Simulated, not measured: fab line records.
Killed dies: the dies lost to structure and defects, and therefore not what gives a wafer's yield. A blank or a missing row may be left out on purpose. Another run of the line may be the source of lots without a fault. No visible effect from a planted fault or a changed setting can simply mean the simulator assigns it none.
Split-lot experiment | flow n5-finfet | 7 lots, 21 wafers read, on a route of 1938 steps

== ON THE SPLIT ==
At N5_BEOL_M2_ETCH_64 (etches SOC in N2/H2, target depth 75 nm, overetch 22.5 nm, time 121.9 s), the setting source-w was moved away from the recipe's 840 W on 10 of the 21 wafers read, by -17.9% to +17.1%. All remaining wafers had this setting at the recipe value.

The reading is taken at the split's own step.

== THE READING ==
rf-vpp-V, in V, at N5_BEOL_M2_ETCH_64 (etches SOC in N2/H2, target depth 75 nm, overetch 22.5 nm, time 121.9 s). Typical for fault-free wafers on this fab line: 523.6 V, with standard deviation 1.8 V.

wafer  | tool, chamber at the split | source-w as run, W | against the recipe | rf-vpp-V, V | against lot-mates on the recipe
L077.1 | rie-diel-03, 1             | 840                | recipe             | 526.5       | -
L077.2 | rie-diel-03, 3             | 840                | recipe             | 522.8       | -
L077.3 | rie-diel-03, 0             | 840                | recipe             | 524.7       | -
L082.2 | rie-diel-04, 1             | 840                | recipe             | 521.6       | -
L082.3 | rie-diel-04, 2             | 928.6              | +10.5%             | 505.3       | -16.3
L082.6 | rie-diel-04, 3             | 928.6              | +10.5%             | 503.7       | -17.9
L084.3 | rie-diel-03, 3             | 840                | recipe             | 522.4       | -
L084.5 | rie-diel-03, 3             | 840                | recipe             | 523.2       | -
L084.6 | rie-diel-03, 2             | 840                | recipe             | 525.0       | -
L085.1 | rie-diel-03, 2             | 840                | recipe             | 525.5       | -
L085.5 | rie-diel-03, 2             | 763.1              | -9.2%              | 542.1       | +16.6
L085.6 | rie-diel-03, 1             | 763.1              | -9.2%              | 542.1       | +16.6
L087.2 | rie-diel-03, 2             | 840                | recipe             | 524.0       | -
L087.3 | rie-diel-03, 1             | 689.8              | -17.9%             | 560.4       | +36.4
L087.6 | rie-diel-03, 3             | 689.8              | -17.9%             | 557.9       | +33.9
L089.2 | rie-diel-01, 3             | 983.3              | +17.1%             | 499.1       | no lot-mate on the recipe
L089.5 | rie-diel-01, 1             | 983.3              | +17.1%             | 498.7       | no lot-mate on the recipe
L089.6 | rie-diel-01, 2             | 983.3              | +17.1%             | 496.4       | no lot-mate on the recipe
L093.2 | rie-diel-01, 1             | 890.9              | +6.1%              | 515.8       | -11.4
L093.3 | rie-diel-01, 3             | 840                | recipe             | 526.7       | -
L093.6 | rie-diel-01, 3             | 840                | recipe             | 527.6       | -

FIT RESULTS
A straight line over all 21 wafers: rf-vpp-V changes by -1.76 V for each +1% of source-w; r = -0.99; the points scatter about the line by 2.3 V.
The same after taking each lot's own level away (the mean of its wafers on the recipe; 18 wafers): -1.86 V for each +1%; r = -1.00; scatter 1.4 V.
According to that fit, moving source-w by its largest amount changes the reading by 33 V.
Measured against the standard deviation above, the lots' own levels, which go from 521.60 to 527.15 V, span 3.1 times it.
So the lot-to-lot level changes the slope little: the two slopes agree.
Check: +32.3 V against its lot-mates is what the line predicts for one of the wafers moved furthest among these (-17.9%) when that wafer is left out of the fit. Against them it came out at +36.4 V.
Tool readings at the split's step, against how far the setting was moved: rf-vpp-V r = -0.99.

== THESE WAFERS: OTHER SPLITS ==
Before the reading, these wafers also passed through other splits. Each is held against what the fit with the lots' levels taken away leaves over:
other split on the same wafers   | wafers away from the commonest value | r with rf-vpp-V (lot level and that fit taken away)
N5_BEOL_M0_SAQP_COAT_08 spin-rpm | 3                                    | -0.51
N5_BEOL_M2_DESCUM_16 time-s      | 9                                    | -0.25

== FILE'S OWN FIT ==
rf-vpp-V changes by -1.87 V for each +1% of source-w, r = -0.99.
